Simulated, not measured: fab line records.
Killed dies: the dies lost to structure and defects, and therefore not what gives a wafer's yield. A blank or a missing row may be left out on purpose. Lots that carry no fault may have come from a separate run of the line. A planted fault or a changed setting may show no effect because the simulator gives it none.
Which tool is to blame? || flow n5_finfet || Sampling: 9 lots, 25 wafers, 5 of 1938 route steps

== WHAT THE GAUGES SHOWED, per wafer ==
N5_BEOL_M4_RC_MEAS_101. Usual: DIBL_N 36.1 mV/V, standard deviation 2; DIBL_P 36.3 mV/V, standard deviation 2.5; IOFF_N 0.16 nA/um, standard deviation 0.037; IOFF_P 0.21 nA/um, standard deviation 0.039; ION_N 678 uA/um, standard deviation 15; ION_P 465 uA/um, standard deviation 8.7; SS_N 71.4 mV/dec, standard deviation 0.7; SS_P 73.3 mV/dec, standard deviation 0.74; VT_N 249 mV, standard deviation 3.6; VT_P -250.0 mV, standard deviation 2.9.
{"lot": "L736", "measured": "day 8 13:13", "on": "prober-02", "DIBL_N (mV/V)": "33.3 36.9 33.6", "DIBL_P (mV/V)": "30.4 35.9 30.2", "IOFF_N (nA/um)": "0.09 0.14 0.09", "IOFF_P (nA/um)": "0.15 0.21 0.14", "ION_N (uA/um)": "643 684 642", "ION_P (uA/um)": "452 470 443", "SS_N (mV/dec)": "70.6 71.0 70.6", "SS_P (mV/dec)": "72.3 72.7 71.8", "VT_N (mV)": "257 250 258", "VT_P (mV)": "-252.8 -250.1 -255.9", "flag": ""}
{"lot": "L738", "measured": "day 9 06:07", "on": "prober-02", "DIBL_N (mV/V)": "36.2 34.6 37.3", "DIBL_P (mV/V)": "37.4 35.8 39.0", "IOFF_N (nA/um)": "0.16 0.13 0.19", "IOFF_P (nA/um)": "0.21 0.18 0.23", "ION_N (uA/um)": "679 671 688", "ION_P (uA/um)": "463 466 467", "SS_N (mV/dec)": "71.7 71.1 72.2", "SS_P (mV/dec)": "73.2 72.5 74.0", "VT_N (mV)": "249 256 250", "VT_P (mV)": "-253.5 -253.8 -251.7", "flag": ""}
{"lot": "L740", "measured": "day 9 07:47", "on": "prober-02", "DIBL_N (mV/V)": "32.3 34.5 37.8", "DIBL_P (mV/V)": "30.4 33.9 38.5", "IOFF_N (nA/um)": "0.09 0.12 0.17", "IOFF_P (nA/um)": "0.14 0.18 0.25", "ION_N (uA/um)": "653 666 672", "ION_P (uA/um)": "459 465 467", "SS_N (mV/dec)": "70.1 71.4 71.9", "SS_P (mV/dec)": "71.2 73.0 73.8", "VT_N (mV)": "257 251 248", "VT_P (mV)": "-253.7 -250.1 -247.8", "flag": ""}
{"lot": "L741", "measured": "day 10 17:14", "on": "prober-02", "DIBL_N (mV/V)": "38.9 35.9 36.7", "DIBL_P (mV/V)": "40.1 37.6 38.4", "IOFF_N (nA/um)": "0.20 0.15 0.16", "IOFF_P (nA/um)": "0.21 0.18 0.19", "ION_N (uA/um)": "675 673 670", "ION_P (uA/um)": "456 453 452", "SS_N (mV/dec)": "72.3 71.5 72.0", "SS_P (mV/dec)": "73.5 72.7 72.8", "VT_N (mV)": "250 252 252", "VT_P (mV)": "-253.0 -254.6 -253.3", "flag": ""}
{"lot": "L744", "measured": "day 11 15:52", "on": "prober-01", "DIBL_N (mV/V)": "34.2 35.7 39.3", "DIBL_P (mV/V)": "32.9 34.2 38.5", "IOFF_N (nA/um)": "0.12 0.14 0.20", "IOFF_P (nA/um)": "0.19 0.20 0.28", "ION_N (uA/um)": "666 675 667", "ION_P (uA/um)": "463 466 456", "SS_N (mV/dec)": "70.9 71.2 73.3", "SS_P (mV/dec)": "72.2 73.9 73.9", "VT_N (mV)": "253 252 247", "VT_P (mV)": "-250.1 -249.2 -248.1", "flag": ""}
{"lot": "L745", "measured": "day 11 16:26", "on": "prober-02", "DIBL_N (mV/V)": "38.8 38.7", "DIBL_P (mV/V)": "41.2 39.1", "IOFF_N (nA/um)": "0.25 0.23", "IOFF_P (nA/um)": "0.32 0.27", "ION_N (uA/um)": "705 697", "ION_P (uA/um)": "485 474", "SS_N (mV/dec)": "72.3 72.0", "SS_P (mV/dec)": "73.9 73.4", "VT_N (mV)": "243 244", "VT_P (mV)": "-243.5 -249.4", "flag": ""}
{"lot": "L746", "measured": "day 12 11:16", "on": "prober-02", "DIBL_N (mV/V)": "38.2 39.7 39.1", "DIBL_P (mV/V)": "39.3 41.3 40.2", "IOFF_N (nA/um)": "0.20 0.26 0.21", "IOFF_P (nA/um)": "0.22 0.26 0.24", "ION_N (uA/um)": "691 715 680", "ION_P (uA/um)": "468 482 459", "SS_N (mV/dec)": "72.0 72.2 72.0", "SS_P (mV/dec)": "73.3 74.2 74.2", "VT_N (mV)": "247 241 245", "VT_P (mV)": "-249.6 -246.2 -248.8", "flag": ""}
{"lot": "L748", "measured": "day 12 21:02", "on": "prober-02", "DIBL_N (mV/V)": "38.7 37.1 38.4", "DIBL_P (mV/V)": "38.7 37.5 39.5", "IOFF_N (nA/um)": "0.22 0.20 0.22", "IOFF_P (nA/um)": "0.25 0.23 0.27", "ION_N (uA/um)": "690 690 697", "ION_P (uA/um)": "463 469 469", "SS_N (mV/dec)": "72.0 71.7 72.0", "SS_P (mV/dec)": "74.1 72.8 74.3", "VT_N (mV)": "246 246 242", "VT_P (mV)": "-247.5 -248.3 -247.3", "flag": ""}
{"lot": "L756", "measured": "day 14 01:16", "on": "prober-02", "DIBL_N (mV/V)": "34.2 36.9", "DIBL_P (mV/V)": "34.1 37.5", "IOFF_N (nA/um)": "0.13 0.16", "IOFF_P (nA/um)": "0.18 0.23", "ION_N (uA/um)": "676 672", "ION_P (uA/um)": "466 468", "SS_N (mV/dec)": "70.1 71.6", "SS_P (mV/dec)": "73.3 74.1", "VT_N (mV)": "251 251", "VT_P (mV)": "-251.3 -249.1", "flag": ""}

== TOOL THAT RAN EACH LOT (tool first, then ch and the chambers of the sampled wafers, then the start) ==
{"lot": "L736", "N5_GATE_CUT_PECVD_57": "pecvd-03 ch 0,1,2, day 5 04:33", "N5_GATE_CUT_CMP_02": "cmp-03 ch 2,3, day 5 04:37", "N5_GATE_CUT_DESCUM_18": "rie_diel-01 ch 1,2, day 5 05:25", "N5_GATE_CUT_ETCH_28": "rie_diel-01 ch 1,2, day 5 05:27"}
{"lot": "L738", "N5_GATE_CUT_PECVD_57": "pecvd-03 ch 1,2, day 5 16:41", "N5_GATE_CUT_CMP_02": "cmp-01 ch 0,1,3, day 5 16:45", "N5_GATE_CUT_DESCUM_18": "rie_diel-02 ch 0,1,3, day 5 17:32", "N5_GATE_CUT_ETCH_28": "rie_diel-02 ch 0,1,3, day 5 17:35"}
{"lot": "L740", "N5_GATE_CUT_PECVD_57": "pecvd-03 ch 0,2, day 6 05:49", "N5_GATE_CUT_CMP_02": "cmp-01 ch 1,2,3, day 6 05:53", "N5_GATE_CUT_DESCUM_18": "rie_diel-01 ch 2,3, day 6 06:41", "N5_GATE_CUT_ETCH_28": "rie_diel-01 ch 2,3, day 6 06:43"}
{"lot": "L741", "N5_GATE_CUT_PECVD_57": "pecvd-02 ch 0,1, day 6 14:11", "N5_GATE_CUT_CMP_02": "cmp-03 ch 0,1,3, day 6 14:17", "N5_GATE_CUT_DESCUM_18": "rie_diel-02 ch 1,2, day 6 15:13", "N5_GATE_CUT_ETCH_28": "rie_diel-02 ch 1,2, day 6 15:16"}
{"lot": "L744", "N5_GATE_CUT_PECVD_57": "pecvd-02 ch 0,1,2, day 7 02:19", "N5_GATE_CUT_CMP_02": "cmp-03 ch 0,2,3, day 7 02:28", "N5_GATE_CUT_DESCUM_18": "rie_diel-01 ch 1,2,3, day 7 03:11", "N5_GATE_CUT_ETCH_28": "rie_diel-01 ch 1,2,3, day 7 03:13"}
{"lot": "L745", "N5_GATE_CUT_PECVD_57": "pecvd-03 ch 0,1, day 7 11:58", "N5_GATE_CUT_CMP_02": "cmp-03 ch 2,3, day 7 12:09", "N5_GATE_CUT_DESCUM_18": "rie_diel-02 ch 1,3, day 7 13:00", "N5_GATE_CUT_ETCH_28": "rie_diel-02 ch 1,3, day 7 13:02"}
{"lot": "L746", "N5_GATE_CUT_PECVD_57": "pecvd-03 ch 0,1, day 7 18:10", "N5_GATE_CUT_CMP_02": "cmp-04 ch 0,1,2, day 7 18:17", "N5_GATE_CUT_DESCUM_18": "rie_diel-01 ch 0,2,3, day 7 19:10", "N5_GATE_CUT_ETCH_28": "rie_diel-01 ch 0,2,3, day 7 19:12"}
{"lot": "L748", "N5_GATE_CUT_PECVD_57": "pecvd-03 ch 0,1, day 8 07:38", "N5_GATE_CUT_CMP_02": "cmp-01 ch 0,1,2, day 8 07:47", "N5_GATE_CUT_DESCUM_18": "rie_diel-01 ch 0,1,2, day 8 08:38", "N5_GATE_CUT_ETCH_28": "rie_diel-01 ch 0,1,2, day 8 08:40"}
{"lot": "L756", "N5_GATE_CUT_PECVD_57": "pecvd-02 ch 1,2, day 10 06:32", "N5_GATE_CUT_CMP_02": "cmp-01 ch 1,2, day 10 06:37", "N5_GATE_CUT_DESCUM_18": "rie_diel-03 ch 0,2, day 10 07:25", "N5_GATE_CUT_ETCH_28": "rie_diel-03 ch 0,2, day 10 07:28"}
- N5_GATE_CUT_PECVD_57: deposits SiNx from SiH4/NH3/N2, target thk 21 nm.
- N5_GATE_CUT_CMP_02: polishes, stops on SiO2, t overpolish 12.7 s, target thk 0 nm.
- N5_GATE_CUT_DESCUM_18: chemistry O2, time 7 s.
- N5_GATE_CUT_ETCH_28: etches underlayer in N2/H2, target depth 13 nm, time 10.4 s.

== AS READ BY THE TOOLS THEMSELVES (means over the sampled wafers that have a number; for cases with no such wafer, the mark the record gives instead) ==
N5_GATE_CUT_PECVD_57. Usual: heater_power_w 784 W, standard deviation 88; rf_fwd_power_W 297.8 W, standard deviation 0.96; showerhead_plenum_p_Torr 5.13 Torr, standard deviation 0.074; throttle_valve_pct 39.8 %, standard deviation 1.
{"lot": "L736", "tool": "pecvd-03", "heater_power_w (W)": 753, "rf_fwd_power_W (W)": 297.5, "showerhead_plenum_p_Torr (Torr)": 5.09, "throttle_valve_pct (%)": 40.2, "flag": ""}
{"lot": "L738", "tool": "pecvd-03", "heater_power_w (W)": 756, "rf_fwd_power_W (W)": 298.1, "showerhead_plenum_p_Torr (Torr)": 5.04, "throttle_valve_pct (%)": 41.0, "flag": ""}
{"lot": "L740", "tool": "pecvd-03", "heater_power_w (W)": 771, "rf_fwd_power_W (W)": 297.4, "showerhead_plenum_p_Torr (Torr)": 5.14, "throttle_valve_pct (%)": 39.8, "flag": ""}
{"lot": "L741", "tool": "pecvd-02", "heater_power_w (W)": 944, "rf_fwd_power_W (W)": 298.1, "showerhead_plenum_p_Torr (Torr)": 5.21, "throttle_valve_pct (%)": 39.5, "flag": ""}
{"lot": "L744", "tool": "pecvd-02", "heater_power_w (W)": 836, "rf_fwd_power_W (W)": 297.6, "showerhead_plenum_p_Torr (Torr)": 5.18, "throttle_valve_pct (%)": 39.0, "flag": ""}
{"lot": "L745", "tool": "pecvd-03", "heater_power_w (W)": 788, "rf_fwd_power_W (W)": 298.1, "showerhead_plenum_p_Torr (Torr)": 5.06, "throttle_valve_pct (%)": 40.4, "flag": ""}
{"lot": "L746", "tool": "pecvd-03", "heater_power_w (W)": 716, "rf_fwd_power_W (W)": 298.6, "showerhead_plenum_p_Torr (Torr)": 5.09, "throttle_valve_pct (%)": 40.1, "flag": ""}
{"lot": "L748", "tool": "pecvd-03", "heater_power_w (W)": 730, "rf_fwd_power_W (W)": 298.9, "showerhead_plenum_p_Torr (Torr)": 5.03, "throttle_valve_pct (%)": 40.7, "flag": ""}
{"lot": "L756", "tool": "pecvd-02", "heater_power_w (W)": 857, "rf_fwd_power_W (W)": 297.2, "showerhead_plenum_p_Torr (Torr)": 5.20, "throttle_valve_pct (%)": 39.2, "flag": ""}

N5_GATE_CUT_CMP_02. Usual: edge_zone_pressure_frac 1.000, standard deviation 0.0052; motor_current_A 8.8 A, standard deviation 1.1; overpolish_run_s 12.701 s, standard deviation 0.0084; time_to_endpoint_s 25 s, standard deviation 4.
{"lot": "L736", "tool": "cmp-03", "edge_zone_pressure_frac": 0.999, "motor_current_A (A)": 9.9, "overpolish_run_s (s)": 12.700, "time_to_endpoint_s (s)": 25, "flag": ""}
{"lot": "L738", "tool": "cmp-01", "edge_zone_pressure_frac": 1.004, "motor_current_A (A)": 8.9, "overpolish_run_s (s)": 12.692, "time_to_endpoint_s (s)": 24, "flag": ""}
{"lot": "L740", "tool": "cmp-01", "edge_zone_pressure_frac": 1.002, "motor_current_A (A)": 9.1, "overpolish_run_s (s)": 12.698, "time_to_endpoint_s (s)": 26, "flag": ""}
{"lot": "L741", "tool": "cmp-03", "edge_zone_pressure_frac": 1.001, "motor_current_A (A)": 8.6, "overpolish_run_s (s)": 12.702, "time_to_endpoint_s (s)": 30, "flag": ""}
{"lot": "L744", "tool": "cmp-03", "edge_zone_pressure_frac": 1.003, "motor_current_A (A)": 9.5, "overpolish_run_s (s)": 12.708, "time_to_endpoint_s (s)": 26, "flag": ""}
{"lot": "L745", "tool": "cmp-03", "edge_zone_pressure_frac": 0.999, "motor_current_A (A)": 9.8, "overpolish_run_s (s)": 12.706, "time_to_endpoint_s (s)": 22, "flag": ""}
{"lot": "L746", "tool": "cmp-04", "edge_zone_pressure_frac": 0.997, "motor_current_A (A)": 8.4, "overpolish_run_s (s)": 12.697, "time_to_endpoint_s (s)": 23, "flag": ""}
{"lot": "L748", "tool": "cmp-01", "edge_zone_pressure_frac": 0.998, "motor_current_A (A)": 9.1, "overpolish_run_s (s)": 12.702, "time_to_endpoint_s (s)": 24, "flag": ""}
{"lot": "L756", "tool": "cmp-01", "edge_zone_pressure_frac": 1.002, "motor_current_A (A)": 9.4, "overpolish_run_s (s)": 12.707, "time_to_endpoint_s (s)": 24, "flag": ""}

N5_GATE_CUT_DESCUM_18. Usual: drypump_motor_current_A 6.0 A, standard deviation 0.33; oes_product_au 0.79 a.u., standard deviation 0.1; rf_fwd_power_W 49.38 W, standard deviation 0.29; rf_vpp_V 242.9 V, standard deviation 1.4; showerhead_plenum_p_Torr 2.07 Torr, standard deviation 0.068; throttle_valve_pct 20.41 %, standard deviation 0.27.
{"lot": "L736", "tool": "rie_diel-01", "drypump_motor_current_A (A)": 6.0, "oes_product_au (a.u.)": 0.81, "rf_fwd_power_W (W)": 49.49, "rf_vpp_V (V)": 245.0, "showerhead_plenum_p_Torr (Torr)": 2.14, "throttle_valve_pct (%)": 20.50, "flag": ""}
{"lot": "L738", "tool": "rie_diel-02", "drypump_motor_current_A (A)": 6.1, "oes_product_au (a.u.)": 0.81, "rf_fwd_power_W (W)": 49.33, "rf_vpp_V (V)": 242.6, "showerhead_plenum_p_Torr (Torr)": 2.05, "throttle_valve_pct (%)": 20.35, "flag": ""}
{"lot": "L740", "tool": "rie_diel-01", "drypump_motor_current_A (A)": 6.0, "oes_product_au (a.u.)": 0.72, "rf_fwd_power_W (W)": 49.76, "rf_vpp_V (V)": 244.7, "showerhead_plenum_p_Torr (Torr)": 2.13, "throttle_valve_pct (%)": 20.44, "flag": ""}
{"lot": "L741", "tool": "rie_diel-02", "drypump_motor_current_A (A)": 5.7, "oes_product_au (a.u.)": 0.73, "rf_fwd_power_W (W)": 49.61, "rf_vpp_V (V)": 242.3, "showerhead_plenum_p_Torr (Torr)": 2.00, "throttle_valve_pct (%)": 20.83, "flag": ""}
{"lot": "L744", "tool": "rie_diel-01", "drypump_motor_current_A (A)": 6.0, "oes_product_au (a.u.)": 0.79, "rf_fwd_power_W (W)": 49.44, "rf_vpp_V (V)": 243.3, "showerhead_plenum_p_Torr (Torr)": 2.10, "throttle_valve_pct (%)": 20.47, "flag": ""}
{"lot": "L745", "tool": "rie_diel-02", "drypump_motor_current_A (A)": 5.8, "oes_product_au (a.u.)": 0.74, "rf_fwd_power_W (W)": 49.63, "rf_vpp_V (V)": 241.7, "showerhead_plenum_p_Torr (Torr)": 2.00, "throttle_valve_pct (%)": 20.51, "flag": ""}
{"lot": "L746", "tool": "rie_diel-01", "drypump_motor_current_A (A)": 6.0, "oes_product_au (a.u.)": 0.80, "rf_fwd_power_W (W)": 49.23, "rf_vpp_V (V)": 243.2, "showerhead_plenum_p_Torr (Torr)": 2.11, "throttle_valve_pct (%)": 20.24, "flag": ""}
{"lot": "L748", "tool": "rie_diel-01", "drypump_motor_current_A (A)": 6.1, "oes_product_au (a.u.)": 0.87, "rf_fwd_power_W (W)": 49.15, "rf_vpp_V (V)": 242.7, "showerhead_plenum_p_Torr (Torr)": 2.11, "throttle_valve_pct (%)": 20.32, "flag": ""}
{"lot": "L756", "tool": "rie_diel-03", "drypump_motor_current_A (A)": 5.9, "oes_product_au (a.u.)": 0.75, "rf_fwd_power_W (W)": 48.94, "rf_vpp_V (V)": 242.8, "showerhead_plenum_p_Torr (Torr)": 2.10, "throttle_valve_pct (%)": 20.50, "flag": ""}

N5_GATE_CUT_ETCH_28. Usual: drypump_motor_current_A 6.0 A, standard deviation 0.33; etch_rf_on_time_s 10.4 s, standard deviation 0.34; n2_flow_sccm 200.0 sccm, standard deviation 0.59; oes_product_au 0.67 a.u., standard deviation 0.08; rf_fwd_power_W 819.2 W, standard deviation 2.5; rf_vpp_V 523.4 V, standard deviation 2.4; showerhead_plenum_p_Torr 2.52 Torr, standard deviation 0.078; throttle_valve_pct 17.84 %, standard deviation 0.28.
{"lot": "L736", "tool": "rie_diel-01", "drypump_motor_current_A (A)": 6.0, "etch_rf_on_time_s (s)": 10.3, "n2_flow_sccm (sccm)": 200.1, "oes_product_au (a.u.)": 0.71, "rf_fwd_power_W (W)": 820.8, "rf_vpp_V (V)": 526.1, "showerhead_plenum_p_Torr (Torr)": 2.59, "throttle_valve_pct (%)": 17.90, "flag": ""}
{"lot": "L738", "tool": "rie_diel-02", "drypump_motor_current_A (A)": 6.1, "etch_rf_on_time_s (s)": 10.2, "n2_flow_sccm (sccm)": 200.2, "oes_product_au (a.u.)": 0.69, "rf_fwd_power_W (W)": 819.9, "rf_vpp_V (V)": 522.5, "showerhead_plenum_p_Torr (Torr)": 2.48, "throttle_valve_pct (%)": 17.69, "flag": ""}
{"lot": "L740", "tool": "rie_diel-01", "drypump_motor_current_A (A)": 6.0, "etch_rf_on_time_s (s)": 10.4, "n2_flow_sccm (sccm)": 200.1, "oes_product_au (a.u.)": 0.63, "rf_fwd_power_W (W)": 820.3, "rf_vpp_V (V)": 526.3, "showerhead_plenum_p_Torr (Torr)": 2.60, "throttle_valve_pct (%)": 17.99, "flag": ""}
{"lot": "L741", "tool": "rie_diel-02", "drypump_motor_current_A (A)": 5.7, "etch_rf_on_time_s (s)": 10.4, "n2_flow_sccm (sccm)": 199.8, "oes_product_au (a.u.)": 0.62, "rf_fwd_power_W (W)": 819.4, "rf_vpp_V (V)": 520.3, "showerhead_plenum_p_Torr (Torr)": 2.42, "throttle_valve_pct (%)": 18.12, "flag": ""}
{"lot": "L744", "tool": "rie_diel-01", "drypump_motor_current_A (A)": 6.0, "etch_rf_on_time_s (s)": 10.6, "n2_flow_sccm (sccm)": 199.9, "oes_product_au (a.u.)": 0.68, "rf_fwd_power_W (W)": 816.7, "rf_vpp_V (V)": 523.4, "showerhead_plenum_p_Torr (Torr)": 2.55, "throttle_valve_pct (%)": 17.94, "flag": ""}
{"lot": "L745", "tool": "rie_diel-02", "drypump_motor_current_A (A)": 5.8, "etch_rf_on_time_s (s)": 10.6, "n2_flow_sccm (sccm)": 200.6, "oes_product_au (a.u.)": 0.62, "rf_fwd_power_W (W)": 817.7, "rf_vpp_V (V)": 520.6, "showerhead_plenum_p_Torr (Torr)": 2.42, "throttle_valve_pct (%)": 17.89, "flag": ""}
{"lot": "L746", "tool": "rie_diel-01", "drypump_motor_current_A (A)": 6.0, "etch_rf_on_time_s (s)": 10.5, "n2_flow_sccm (sccm)": 199.6, "oes_product_au (a.u.)": 0.68, "rf_fwd_power_W (W)": 820.6, "rf_vpp_V (V)": 525.3, "showerhead_plenum_p_Torr (Torr)": 2.57, "throttle_valve_pct (%)": 17.80, "flag": ""}
{"lot": "L748", "tool": "rie_diel-01", "drypump_motor_current_A (A)": 6.1, "etch_rf_on_time_s (s)": 9.1, "n2_flow_sccm (sccm)": 199.8, "oes_product_au (a.u.)": 0.82, "rf_fwd_power_W (W)": 820.1, "rf_vpp_V (V)": 525.1, "showerhead_plenum_p_Torr (Torr)": 2.56, "throttle_valve_pct (%)": 17.74, "flag": "OFF"}
{"lot": "L756", "tool": "rie_diel-03", "drypump_motor_current_A (A)": 5.9, "etch_rf_on_time_s (s)": 10.4, "n2_flow_sccm (sccm)": 200.7, "oes_product_au (a.u.)": 0.64, "rf_fwd_power_W (W)": 821.1, "rf_vpp_V (V)": 523.7, "showerhead_plenum_p_Torr (Torr)": 2.52, "throttle_valve_pct (%)": 17.81, "flag": ""}

== THE ANSWER, worked out from the rows above alone ==
Rule: lot off if the mean of its wafers having a number is beyond 3 standard deviations from the usual mean. A lot without any number at a reading at which 4 lots or more have one is off too. Any other lot the step has rows for is counted as sound. After the gauges, taken in route order, come the tools' own readings; for these a lot's mean is taken, as printed above. The first step at which some lot is off is used, and at that step the reading that is off furthest; a lot without a number counts as furthest.
Off, at N5_GATE_CUT_ETCH_28 on etch_rf_on_time_s: L748.
If a tool, at that step or one of the process steps before it, ran each lot that is off and ran no sound lot following the first of them, it fits. This does not decide it: 2 tools fit, namely pecvd-03 at N5_GATE_CUT_PECVD_57 and rie_diel-01 at N5_GATE_CUT_DESCUM_18 and N5_GATE_CUT_ETCH_28.

== WHAT HAD BEEN PUT IN BY THE SIMULATOR ==
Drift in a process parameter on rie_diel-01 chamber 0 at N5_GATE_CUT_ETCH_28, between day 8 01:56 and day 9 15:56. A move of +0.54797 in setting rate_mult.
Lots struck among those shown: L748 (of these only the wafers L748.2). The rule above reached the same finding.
